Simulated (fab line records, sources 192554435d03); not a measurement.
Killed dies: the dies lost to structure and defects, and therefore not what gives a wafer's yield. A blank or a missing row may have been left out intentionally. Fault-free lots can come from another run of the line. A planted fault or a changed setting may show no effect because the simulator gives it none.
Split-lot trial -- flow n5Finfet -- on a route of 1938 steps: 7 lots, 39 wafers read

ON THE SPLIT
At N5_MOL_CONTACT_COAG_VIA_ETCH_46 (etches SiO2 in C4F6/O2, target depth 46 nm, overetch 9.2 nm, time 40 s), the setting targetDepthA was moved away from the recipe's 460 angstrom on 15 of the 39 wafers read, by -38.5% to -16.1%. All remaining wafers had this setting at the recipe value.

The split's own step is where the reading is taken.

THE READING
SOC_of_MOL_CONTACT_COAG_COAT_75.thkNm (the simulator's own value, which no gauge read), in nm, at N5_MOL_CONTACT_COAG_VIA_ETCH_46 (etches SiO2 in C4F6/O2, target depth 46 nm, overetch 9.2 nm, time 40 s). The file does not state a usual value for it. Across the 24 wafers here that went through the recipe, the average is 50.8 nm and the standard deviation 0.24 nm.

wafer,"tool, chamber at the split","targetDepthA as run, angstrom",against the recipe,"SOC_of_MOL_CONTACT_COAG_COAT_75.thkNm, nm",against lot-mates on the recipe
L075.1,"rieDiel-01, 2",460,recipe,50.8,-
L075.2,"rieDiel-01, 0",322.9,-29.8%,52.4,+1.5
L075.3,"rieDiel-01, 3",460,recipe,51,-
L075.4,"rieDiel-01, 1",322.9,-29.8%,52.2,+1.3
L075.5,"rieDiel-01, 0",322.9,-29.8%,52.4,+1.5
L075.6,"rieDiel-01, 1",460,recipe,51,-
L077.1,"rieDiel-04, 1",460,recipe,50.8,-
L077.2,"rieDiel-04, 2",460,recipe,51,-
L077.3,"rieDiel-04, 0",385.9,-16.1%,51.4,+0.5
L077.4,"rieDiel-04, 3",460,recipe,51,-
L077.5,"rieDiel-04, 3",385.9,-16.1%,51.8,+0.9
L077.6,"rieDiel-04, 2",385.9,-16.1%,52,+1.1
L083.1,"rieDiel-01, 1",351.2,-23.7%,51.8,+1.3
L083.2,"rieDiel-01, 0",460,recipe,50.6,-
L083.3,"rieDiel-01, 2",460,recipe,50.4,-
L083.4,"rieDiel-01, 2",460,recipe,50.4,-
L083.5,"rieDiel-01, 0",351.2,-23.7%,51.8,+1.3
L083.6,"rieDiel-01, 1",351.2,-23.7%,51.8,+1.3
L084.1,"rieDiel-01, 2",460,recipe,50.8,-
L084.2,"rieDiel-01, 1",460,recipe,50.6,-
L084.3,"rieDiel-01, 0",460,recipe,50.8,-
L084.4,"rieDiel-01, 1",460,recipe,50.8,-
L084.5,"rieDiel-01, 2",460,recipe,51,-
L084.6,"rieDiel-01, 0",460,recipe,50.8,-
L087.1,"rieDiel-04, 3",460,recipe,50.8,-
L087.2,"rieDiel-04, 0",291.1,-36.7%,53,+2.0
L087.3,"rieDiel-04, 1",460,recipe,50.8,-
L087.4,"rieDiel-04, 2",460,recipe,51.4,-
L087.5,"rieDiel-04, 2",291.1,-36.7%,53.2,+2.2
L087.6,"rieDiel-04, 1",291.1,-36.7%,53.2,+2.2
L090.1,"rieDiel-03, 1",283,-38.5%,53,+2.2
L090.2,"rieDiel-03, 2",283,-38.5%,53,+2.2
L090.3,"rieDiel-03, 3",460,recipe,50.8,-
L090.4,"rieDiel-03, 0",460,recipe,50.6,-
L090.5,"rieDiel-03, 3",460,recipe,51,-
L090.6,"rieDiel-03, 0",283,-38.5%,52.6,+1.8
L095.1,"rieDiel-04, 0",460,recipe,50.4,-
L095.3,"rieDiel-04, 3",460,recipe,50.4,-
L095.4,"rieDiel-04, 2",460,recipe,50.6,-

THE FIT
A straight line over all 39 wafers: SOC_of_MOL_CONTACT_COAG_COAT_75.thkNm changes by -0.0562 nm for each +1% of targetDepthA; r = -0.96; the points scatter about the line by 0.25 nm.
The same after taking each lot's own level away (the mean of its wafers on the recipe; 39 wafers): -0.054 nm for each +1%; r = -0.98; scatter 0.17 nm.
According to that fit, moving targetDepthA by its largest amount changes the reading by 2.1 nm.
From 50.47 to 51.00 nm: that is the span of the lots' own levels, equal to 2.2 times the standard deviation above.
Consequently the slope shifts little with the lot-to-lot level, the two slopes agreeing.
Check: with one of the wafers moved furthest among these (-38.5%) left out of the fit, the line predicts +2.06 nm for it against its lot-mates. Against them it came out at +2.2 nm.

THE OTHER SPLITS THESE WAFERS WENT THROUGH
Before the reading, these wafers also passed through other splits. Each is held against what the fit with the lots' levels taken away leaves over:
other split on the same wafers,wafers away from the commonest value,r with SOC_of_MOL_CONTACT_COAG_COAT_75.thkNm (lot level and that fit taken away)
N5_FIN_SAQP_SPACER2_ALD_28 targetThkA,18,-0.15
N5_DUMMY_GATE_HM_DEP_06 targetThkA,30,+0.06

THE WHOLE CHAIN: every reading that the file lists as answering this split, in the file's order
step,what it does,reading,change (the file's fit),r (the file's)
N5_MOL_CONTACT_COAG_VIA_ETCH_46,"etches SiO2 in C4F6/O2, target depth 46 nm, overetch 9.2 nm, time 40 s","etch.depthNm (the simulator's own value, which no gauge read)",+0.162 nm for each +1% of the setting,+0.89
N5_MOL_CONTACT_COAG_VIA_ETCH_46,"etches SiO2 in C4F6/O2, target depth 46 nm, overetch 9.2 nm, time 40 s","SOC_of_MOL_CONTACT_COAG_COAT_75.thkNm (the simulator's own value, which no gauge read)",-0.0538 nm for each +1% of the setting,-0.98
N5_MOL_CONTACT_COAG_ETCH_47,"etches SiNx in CH3F/O2, stops on W, target depth 27 nm",etchRfOnTimeS,"not straight: withheld at the lowest setting, withheld at the recipe, withheld at the highest",not given
N5_MOL_CONTACT_COAG_ETCH_47,"etches SiNx in CH3F/O2, stops on W, target depth 27 nm","etch.overEtchS (the simulator's own value, which no gauge read)","not straight: 0 at the lowest setting, 5.19 at the recipe, 5.19 at the highest",not given

THE FILE'S OWN FIT
SOC_of_MOL_CONTACT_COAG_COAT_75.thkNm changes by -0.0538 nm for each +1% of targetDepthA, r = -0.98.
